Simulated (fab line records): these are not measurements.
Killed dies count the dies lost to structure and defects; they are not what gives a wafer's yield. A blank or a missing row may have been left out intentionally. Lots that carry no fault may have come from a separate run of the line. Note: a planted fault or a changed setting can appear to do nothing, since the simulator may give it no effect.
Matching of chambers :: flow nand harc :: rie diel-08 running NHARC_A_M1_ETCH_28: 4 sister chambers
The step etches the open film in CF4/N2, target depth 30 nm, time 72.99 s. 4 wafers are shown with their chamber, then 7 later ones without.

== EACH WAFER AND ITS CHAMBER ==
wafer: L914.2
chamber: 3
showerhead plenum p Torr (Torr): 2.66

wafer: L916.5
chamber: 0
showerhead plenum p Torr (Torr): 2.69

wafer: L919.1
chamber: 2
showerhead plenum p Torr (Torr): 2.52

wafer: L919.5
chamber: 1
showerhead plenum p Torr (Torr): 2.50

== WAFERS WITH NO CHAMBER GIVEN ==
wafer: L919.6
showerhead plenum p Torr (Torr): 2.66

wafer: L923.1
showerhead plenum p Torr (Torr): 2.66

wafer: L923.3
showerhead plenum p Torr (Torr): 2.51

wafer: L923.6
showerhead plenum p Torr (Torr): 2.52

wafer: L926.1
showerhead plenum p Torr (Torr): 2.50

wafer: L926.2
showerhead plenum p Torr (Torr): 2.66

wafer: L926.6
showerhead plenum p Torr (Torr): 2.52

== EACH ONE'S CHAMBER ==
wafer: L919.6
from the rows above: 3
in truth: 3

wafer: L923.1
from the rows above: 3
in truth: 3

wafer: L923.3
from the rows above: can't be placed: 1 or 2
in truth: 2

wafer: L923.6
from the rows above: 2
in truth: 2

wafer: L926.1
from the rows above: 1
in truth: 1

wafer: L926.2
from the rows above: 3
in truth: 3

wafer: L926.6
from the rows above: 2
in truth: 2
Correct placement for 6 of the 7. Not placeable from these rows: 1 (in 1, the candidates include the true chamber). 0 placed wrongly.
How it was worked out, from the rows above alone: a wafer's distance from a chamber is the root of the sum, over the readings, of the square of ((its reading less the chamber's mean) divided by the reading's scatter). The wafer belongs to the nearest chamber; if the next one is less than 2 further off, it can't be placed. A chamber's mean is the mean of its shown wafers. The scatter: root of mean squared gap, hidden wafer to nearest shown wafer, with one shown wafer a chamber.
